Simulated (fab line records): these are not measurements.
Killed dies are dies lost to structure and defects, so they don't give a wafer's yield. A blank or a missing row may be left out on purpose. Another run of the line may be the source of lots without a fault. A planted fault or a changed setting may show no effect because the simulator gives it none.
fab line records ; flow nand_harc
record lots=14; wafers=42; last_day=33
route steps=1302 shown P_M1@301 P_M2@323 END@1302
lots with no fault: from the same line, run without faults
start_h: start of the lot's first displayed wafer, in hours after the record's first day ; wait_h: hours elapsed since this lot's preceding step ; " identical to the entry in the row above ; L1.1+2: a row that stands for several wafers ; - no value, or no start given ; * or withheld: withheld ; < > ~ a bound
route shown NAME@n: a module of which the file shows steps, and the number in the route of the first ; usual: the fault-free wafers' mean and standard deviation ; same: alike in all rows ; chamber/n: place in a boat ; sites: each site's reading ; _std_site: the values' standard deviation ; _edge_site: the outer-site mean with the inner-site mean subtracted ; radius_mm: for every site, how far away it sits from the centre of the wafer ; mask NAME#n: copy n ; behind: the last tool/chamber to shape the wafer ; hold: what put the lot on hold/how long, in hours/how the hold closed ; device: whichever transistor did not switch (one of n, p or np) ; end of line: tests of these same wafers at the route's end ; a step with no rows: only its recipe ; killed: not the wafer's yield, but the dies lost to structure and defects at the first sort ; map: per-die view of a wafer (x killed, . not killed, _ where there is no die)
set.NAME: the setting the step ran with; set.NAME@STEP: the setting that earlier step ran with ; model.NAME: the simulator's own value behind a step, which no gauge read
steps of the route over a sample of lots; a table a step, a row a wafer
services: the hour from which a tool's chamber was out of use, counted from the record's first day as start_h (under 0 if before that day), plus the number of hours and why
## steps
# step NHARC_P_M1_CD_MEAS_16
# usual cd_nm=130.4/0.73
lot.wafer;tool;chamber;start_h;wait_h;cd_nm
L710.1;cd_sem-01;-;135.41;-;131.3
L710.5;cd_sem-01;-;135.41;-;131.0
L710.6;cd_sem-01;-;135.41;-;130.8
L712.1;cd_sem-03;-;150.64;-;130.3
L712.3;cd_sem-03;-;150.64;-;131.4
L712.4;cd_sem-03;-;150.64;-;130.1
L713.3;cd_sem-03;-;156.04;-;131.1
L713.5;cd_sem-03;-;156.04;-;130.2
L713.6;cd_sem-03;-;156.04;-;130.3
L717.1;cd_sem-01;-;193.54;-;131.0
L717.2;cd_sem-01;-;193.54;-;131.2
L717.5;cd_sem-01;-;193.54;-;131.3
L718.1;cd_sem-02;-;206.31;-;130.3
L718.3;cd_sem-02;-;206.31;-;131.1
L718.6;cd_sem-02;-;206.31;-;130.8
L720.1;cd_sem-01;-;225.52;-;131.3
L720.2;cd_sem-01;-;225.52;-;129.4
L720.3;cd_sem-01;-;225.52;-;130.7
L722.2;cd_sem-03;-;243.62;-;130.5
L722.5;cd_sem-03;-;243.62;-;131.2
L722.6;cd_sem-03;-;243.62;-;130.4
L723.3;cd_sem-03;-;254.07;-;131.4
L723.4;cd_sem-03;-;254.07;-;131.1
L723.5;cd_sem-03;-;254.07;-;130.7
L724.2;cd_sem-01;-;270.19;-;130.6
L724.5;cd_sem-01;-;270.19;-;129.1
L724.6;cd_sem-01;-;270.19;-;129.7
L729.4;cd_sem-01;-;311.87;-;129.8
L729.5;cd_sem-01;-;311.87;-;131.5
L729.6;cd_sem-01;-;311.87;-;129.2
L730.1;cd_sem-03;-;330.69;-;129.1
L730.2;cd_sem-03;-;330.69;-;131.2
L730.4;cd_sem-03;-;330.69;-;129.6
L731.1;cd_sem-01;-;331.59;-;130.3
L731.3;cd_sem-01;-;331.59;-;129.7
L731.4;cd_sem-01;-;331.59;-;130.4
L732.1;cd_sem-03;-;352.23;-;130.5
L732.3;cd_sem-03;-;352.23;-;129.0
L732.5;cd_sem-03;-;352.23;-;130.1
L733.3;cd_sem-02;-;359.96;-;129.0
L733.4;cd_sem-02;-;359.96;-;130.7
L733.5;cd_sem-02;-;359.96;-;130.0
# step NHARC_P_M1_DEGAS_29
# recipe temp_c=250; time_s=60
# usual heater_power_w=333/29
lot.wafer;tool;chamber;start_h;wait_h;heater_power_w
L710.1;pvd_sputter-01;-;136.14;-;375
L710.5;pvd_sputter-01;-;136.14;-;296
L710.6;pvd_sputter-01;-;136.14;-;369
L712.1;pvd_sputter-01;-;151.40;-;363
L712.3;pvd_sputter-01;-;151.40;-;293
L712.4;pvd_sputter-01;-;151.40;-;361
L713.3;pvd_sputter-01;-;156.80;-;350
L713.5;pvd_sputter-01;-;156.80;-;378
L713.6;pvd_sputter-01;-;156.80;-;310
L717.2;pvd_sputter-01;-;194.26;-;367
L717.1;pvd_sputter-01;-;194.26;-;303
L717.5;pvd_sputter-01;-;194.26;-;355
L718.3;pvd_sputter-02;-;207.03;-;352
L718.1;pvd_sputter-02;-;207.03;-;305
L718.6;pvd_sputter-02;-;207.03;-;295
L720.2;pvd_sputter-03;-;226.24;-;353
L720.3;pvd_sputter-03;-;226.24;-;369
L720.1;pvd_sputter-03;-;226.24;-;308
L722.2;pvd_sputter-02;-;244.35;-;316
L722.6;pvd_sputter-02;-;244.35;-;353
L722.5;pvd_sputter-02;-;244.35;-;354
L723.3;pvd_sputter-02;-;254.78;-;310
L723.4;pvd_sputter-02;-;254.78;-;292
L723.5;pvd_sputter-02;-;254.78;-;352
L724.2;pvd_sputter-02;-;270.90;-;313
L724.6;pvd_sputter-02;-;270.90;-;313
L724.5;pvd_sputter-02;-;270.90;-;354
L729.4;pvd_sputter-03;-;312.61;-;353
L729.5;pvd_sputter-03;-;312.61;-;368
L729.6;pvd_sputter-03;-;312.61;-;369
L730.1;pvd_sputter-02;-;331.40;-;296
L730.2;pvd_sputter-02;-;331.40;-;317
L730.4;pvd_sputter-02;-;331.40;-;341
L731.1;pvd_sputter-01;-;332.30;-;370
L731.4;pvd_sputter-01;-;332.30;-;314
L731.3;pvd_sputter-01;-;332.30;-;287
L732.3;pvd_sputter-02;-;352.94;-;314
L732.1;pvd_sputter-02;-;352.94;-;338
L732.5;pvd_sputter-02;-;352.94;-;339
L733.4;pvd_sputter-01;-;360.68;-;284
L733.3;pvd_sputter-01;-;360.68;-;370
L733.5;pvd_sputter-01;-;360.68;-;285
# step NHARC_P_M1_THK_MEAS_24
# recipe thk_meas_gauge=xrf
# usual thk_nm=158.0/1.6
lot.wafer;tool;chamber;start_h;wait_h;thk_nm
L710.1;film_metro-02;-;137.55;-;159.4
L710.5;film_metro-02;-;137.55;-;157.5
L710.6;film_metro-02;-;137.55;-;157.3
L712.1;film_metro-02;-;152.81;-;157.1
L712.3;film_metro-02;-;152.81;-;158.8
L712.4;film_metro-02;-;152.81;-;159.9
L713.3;film_metro-02;-;158.23;-;157.6
L713.5;film_metro-02;-;158.23;-;159.0
L713.6;film_metro-02;-;158.23;-;158.5
L717.1;film_metro-02;-;195.65;-;160.1
L717.2;film_metro-02;-;195.65;-;157.1
L717.5;film_metro-02;-;195.65;-;158.2
L718.1;film_metro-02;-;208.42;-;158.8
L718.3;film_metro-02;-;208.42;-;157.1
L718.6;film_metro-02;-;208.42;-;159.2
L720.1;film_metro-01;-;227.64;-;155.5
L720.2;film_metro-01;-;227.64;-;155.3
L720.3;film_metro-01;-;227.64;-;158.0
L722.2;film_metro-01;-;245.83;-;158.2
L722.5;film_metro-01;-;245.83;-;159.2
L722.6;film_metro-01;-;245.83;-;159.0
L723.3;film_metro-02;-;256.18;-;158.5
L723.4;film_metro-02;-;256.18;-;158.5
L723.5;film_metro-02;-;256.18;-;158.0
L724.2;film_metro-01;-;272.30;-;159.4
L724.5;film_metro-01;-;272.30;-;156.8
L724.6;film_metro-01;-;272.30;-;157.8
L729.4;film_metro-02;-;313.98;-;157.9
L729.5;film_metro-02;-;313.98;-;160.0
L729.6;film_metro-02;-;313.98;-;155.5
L730.1;film_metro-02;-;332.79;-;156.4
L730.2;film_metro-02;-;332.79;-;156.7
L730.4;film_metro-02;-;332.79;-;159.9
L731.1;film_metro-01;-;333.72;-;157.1
L731.3;film_metro-01;-;333.72;-;157.5
L731.4;film_metro-01;-;333.72;-;155.4
L732.1;film_metro-02;-;354.37;-;157.0
L732.3;film_metro-02;-;354.37;-;155.8
L732.5;film_metro-02;-;354.37;-;158.4
L733.3;film_metro-01;-;362.10;-;155.1
L733.4;film_metro-01;-;362.10;-;159.9
L733.5;film_metro-01;-;362.10;-;159.3
# step NHARC_P_M2_SOFTBAKE_04
# recipe temp_c=105; time_s=55
# usual heater_power_total_W=188.45/0.15; resist_line_temp_C=23.02/0.11
lot.wafer;tool;chamber;start_h;wait_h;heater_power_total_W;resist_line_temp_C
L710.1;litho_track-01;0;138;-;188.25;22.90
L710.5;litho_track-01;0;138;-;188.29;22.82
L710.6;litho_track-01;0;138;-;188.48;22.89
L712.1;litho_track-06;0;153;-;188.52;23.16
L712.3;litho_track-06;0;153;-;188.39;22.99
L712.4;litho_track-06;0;153;-;188.75;23.01
L713.3;litho_track-06;0;159;-;188.26;23.01
L713.5;litho_track-06;0;159;-;188.32;23.10
L713.6;litho_track-06;0;159;-;188.50;23.28
L717.1;litho_track-01;0;196;-;188.72;23.13
L717.2;litho_track-01;0;196;-;188.61;22.96
L717.5;litho_track-01;0;196;-;188.77;22.94
L718.1;litho_track-06;0;209;-;188.48;23.20
L718.3;litho_track-06;0;209;-;188.42;23.07
L718.6;litho_track-06;0;209;-;188.51;23.17
L720.1;litho_track-06;0;228;-;188.35;23.09
L720.2;litho_track-06;0;228;-;188.25;23.03
L720.3;litho_track-06;0;228;-;188.32;23.05
L722.2;litho_track-01;0;247;-;212.63;23.03
L722.5;litho_track-01;0;247;-;212.43;22.95
L722.6;litho_track-01;0;247;-;212.54;22.98
L723.3;litho_track-01;0;257;-;212.69;22.93
L723.4;litho_track-01;0;257;-;212.81;23.10
L723.5;litho_track-01;0;257;-;212.61;23.16
L724.2;litho_track-04;0;273;-;188.61;23.03
L724.5;litho_track-04;0;273;-;188.28;23.02
L724.6;litho_track-04;0;273;-;188.35;22.94
L729.4;litho_track-06;0;315;-;188.38;22.96
L729.5;litho_track-06;0;315;-;188.46;23.01
L729.6;litho_track-06;0;315;-;188.33;22.83
L730.1;litho_track-04;0;333;-;188.25;23.14
L730.2;litho_track-04;0;333;-;188.50;23.04
L730.4;litho_track-04;0;333;-;188.38;23.15
L731.1;litho_track-04;0;334;-;188.76;22.84
L731.3;litho_track-04;0;334;-;188.33;22.94
L731.4;litho_track-04;0;335;-;188.44;22.99
L732.1;litho_track-04;0;355;-;188.31;23.16
L732.3;litho_track-04;0;355;-;188.80;23.06
L732.5;litho_track-04;0;355;-;188.35;23.11
L733.3;litho_track-01;0;363;-;188.30;23.05
L733.4;litho_track-01;0;363;-;188.43;22.97
L733.5;litho_track-01;0;363;-;188.47;23.10
# step NHARC_END_SORT_01
# recipe temp_c=25
# usual defect_limited_yield=90.7/2.9; killed_at_array=58/20; killed_at_other=1.0/1.2; killed_at_periphery=4.1/3; killed_dies=63/20; killed_open=3.2/1.7; killed_short=2.5/1.5
# same gross_dies=677
lot.wafer;tool;chamber;start_h;wait_h;defect_limited_yield[%];killed_at_array;killed_at_other;killed_at_periphery;killed_dies;killed_open;killed_short
L720.1;prober-01;0;658.84;2.5;89.5;63;2;6;71;2;4
L720.2;prober-01;0;659.64;2.8;89.4;59;3;10;72;5;1
L720.3;prober-01;0;660.44;3.1;89.2;65;1;7;73;6;1
L723.3;prober-02;0;689.15;3.1;93.8;27;2;13;42;1;2
L723.4;prober-02;0;689.96;3.4;95.6;20;1;9;30;2;0
L723.5;prober-02;0;690.77;3.7;93.4;31;1;13;45;4;2
L724.2;prober-01;0;701.50;2.8;92.5;50;0;1;51;3;3
L724.5;prober-01;0;703.90;3.7;90.8;58;1;3;62;4;4
L724.6;prober-01;0;704.70;4.0;90.5;60;2;2;64;3;4
# killed by level:class
L720.1 A_SLIT:chamber_film_flake=38 A_CHANNEL_HOLE_D1:chamber_film_flake=6 A_CONTACT:chamber_film_flake=6 P_ZERO_WELL:chamber_film_flake=3 A_CHANNEL_HOLE_D2:chamber_film_flake=3 A_STAIRCASE:chamber_film_flake=3 THIN_TSV:chamber_film_flake=2 P_M1:geometric_particle:open=1
L720.2 A_SLIT:chamber_film_flake=33 A_CHANNEL_HOLE_D1:chamber_film_flake=7 A_CONTACT:chamber_film_flake=6 P_ZERO_WELL:chamber_film_flake=5 A_CHANNEL_HOLE_D2:chamber_film_flake=5 THIN_TSV:chamber_film_flake=3 P_CONTACT:geometric_particle:open=2 P_GATE:chamber_film_flake=2
L720.3 A_SLIT:chamber_film_flake=35 A_CHANNEL_HOLE_D2:chamber_film_flake=6 A_CHANNEL_HOLE_D1:chamber_film_flake=6 A_STAIRCASE:chamber_film_flake=6 P_ZERO_WELL:chamber_film_flake=4 A_CONTACT:chamber_film_flake=4 A_CHANNEL_FILL_D2:geometric_particle:open=2 P_GATE:chamber_film_flake=2
L723.3 A_CHANNEL_HOLE_D1:chamber_film_flake=10 P_GATE:chamber_film_flake=8 A_STAIRCASE:chamber_film_flake=8 A_SLIT:chamber_film_flake=4 P_BONDPAD:chamber_film_flake=3 P_CONTACT:chamber_film_flake=2 THIN_TSV:chamber_film_flake=2 A_ONON_D1:geometric_particle:open=1
L723.4 A_STAIRCASE:chamber_film_flake=8 A_CHANNEL_HOLE_D1:chamber_film_flake=6 P_CONTACT:chamber_film_flake=5 P_GATE:chamber_film_flake=2 P_GATE:geometric_particle:open=1 A_WL_FILL:geometric_particle:open=1 P_BONDPAD:chamber_film_flake=1 A_ZERO_WELL:chamber_film_flake=1
L723.5 A_STAIRCASE:chamber_film_flake=9 A_CHANNEL_HOLE_D1:chamber_film_flake=8 P_GATE:chamber_film_flake=6 P_CONTACT:chamber_film_flake=4 A_SLIT:chamber_film_flake=4 P_BONDPAD:chamber_film_flake=2 A_CHANNEL_FILL_D1:chamber_film_flake=2 P_GATE:geometric_particle:open=1
L724.2 A_SLIT:chamber_film_flake=29 A_STAIRCASE:chamber_film_flake=7 A_CHANNEL_HOLE_D1:chamber_film_flake=6 A_CONTACT:chamber_film_flake=3 A_CHANNEL_FILL_D1:geometric_particle:short=2 P_M0:geometric_particle:open=1 A_ONON_D1:geometric_particle:open=1 A_CHANNEL_FILL_D2:geometric_particle:open=1
L724.5 A_SLIT:chamber_film_flake=34 A_CHANNEL_HOLE_D1:chamber_film_flake=10 A_STAIRCASE:chamber_film_flake=7 P_CONTACT:geometric_particle:open=1 P_M1:geometric_particle:open=1 A_ONON_D1:geometric_particle:short=1 A_DECK1_JOINT:geometric_particle:open=1 A_DECK1_JOINT:geometric_particle:short=1
L724.6 A_SLIT:chamber_film_flake=28 A_CHANNEL_HOLE_D1:chamber_film_flake=12 A_STAIRCASE:chamber_film_flake=5 A_CONTACT:chamber_film_flake=5 A_WL_FILL:chamber_film_flake=3 A_M0:geometric_particle:short=2 P_GATE:chamber_film_flake=2 A_CHANNEL_FILL_D2:geometric_particle:open=1
## services
tool;chamber;start_h;hours;kind
litho_track-01;-;155.00;7.0;pm
pvd_sputter-03;-;160.26;17.6;repair
litho_track-06;-;179.00;7.0;pm
litho_track-04;-;203.00;7.0;pm
pvd_sputter-01;-;226.00;10.0;pm
pvd_sputter-02;-;235.94;1.2;repair
pvd_sputter-02;-;282.00;10.0;pm
pvd_sputter-01;-;293.84;4.3;repair
pvd_sputter-01;-;301.41;1.6;repair
litho_track-01;-;322.80;-;consumable_replace:filter
litho_track-01;-;330.00;7.0;pm
litho_track-06;-;354.00;7.0;pm
pvd_sputter-03;-;355.81;10.0;pm
## key
first_sign step=NHARC_P_M2_SOFTBAKE_04; reading=heater_power_total_W; direction=up; sigmas=99+; usual=*; struck=*
effect none on later readings
met_at NHARC_P_M2_SOFTBAKE_04
struck_lots L722,L723
not_acting_at NHARC_P_M1_CD_MEAS_16,NHARC_P_M1_DEGAS_29,NHARC_P_M1_THK_MEAS_24
onset_between 196 247
fault kind=process_parameter_drift; tool=litho_track-01; chamber=-; onset_h=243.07; steps=NHARC_P_M2_SOFTBAKE_04; channel=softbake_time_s; offset=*; shape=step; end_h=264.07; acts_in=*; stated=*
